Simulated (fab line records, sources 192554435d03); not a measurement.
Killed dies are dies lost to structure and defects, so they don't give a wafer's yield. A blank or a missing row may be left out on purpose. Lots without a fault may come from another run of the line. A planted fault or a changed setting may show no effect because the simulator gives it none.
Chamber matching | flow n5_finfet | N5_BEOL_M5_CO_CAP_78 on cvd_co-02: 3 sister chambers
The step material Co, precursor CCTBA/H2, target thk 2 nm, time 102.1 s. 3 wafers are shown with their chamber, then 12 later ones without.

WAFERS WITH THEIR CHAMBER
wafer  | chamber | heater_power_w (W)
L090.4 | 2       | 236
L091.4 | 0       | 223
L091.5 | 1       | 196

WAFERS WITHOUT THEIR CHAMBER
wafer  | heater_power_w (W)
L093.2 | 200
L093.5 | 216
L093.6 | 199
L095.3 | 231
L095.5 | 203
L095.6 | 221
L096.3 | 223
L096.4 | 219
L096.5 | 204
L097.2 | 198
L097.4 | 205
L097.5 | 240

WHICH CHAMBER EACH WENT THROUGH
wafer  | from the rows above     | in truth
L093.2 | 1                       | 1
L093.5 | 0                       | 0
L093.6 | 1                       | 1
L095.3 | can't be placed: 2 or 0 | 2
L095.5 | 1                       | 1
L095.6 | 0                       | 0
L096.3 | 0                       | 0
L096.4 | 0                       | 0
L096.5 | 1                       | 1
L097.2 | 1                       | 1
L097.4 | can't be placed: 1 or 0 | 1
L097.5 | 2                       | 2
Placed correctly: 10 of 12. Can't be placed from these rows: 2 (the true chamber is among the candidates in 2). Placed wrongly: 0.
How it was worked out, from the rows above alone: a wafer's distance from a chamber is the root of the sum, over the readings, of the square of ((its reading less the chamber's mean) divided by the reading's scatter). The wafer belongs to the nearest chamber; if the next one is less than 2 further off, it can't be placed. A chamber's mean is the mean of its shown wafers. The scatter: with one shown wafer a chamber, the root of the mean of the squares of how far each hidden wafer lies from its nearest shown one.
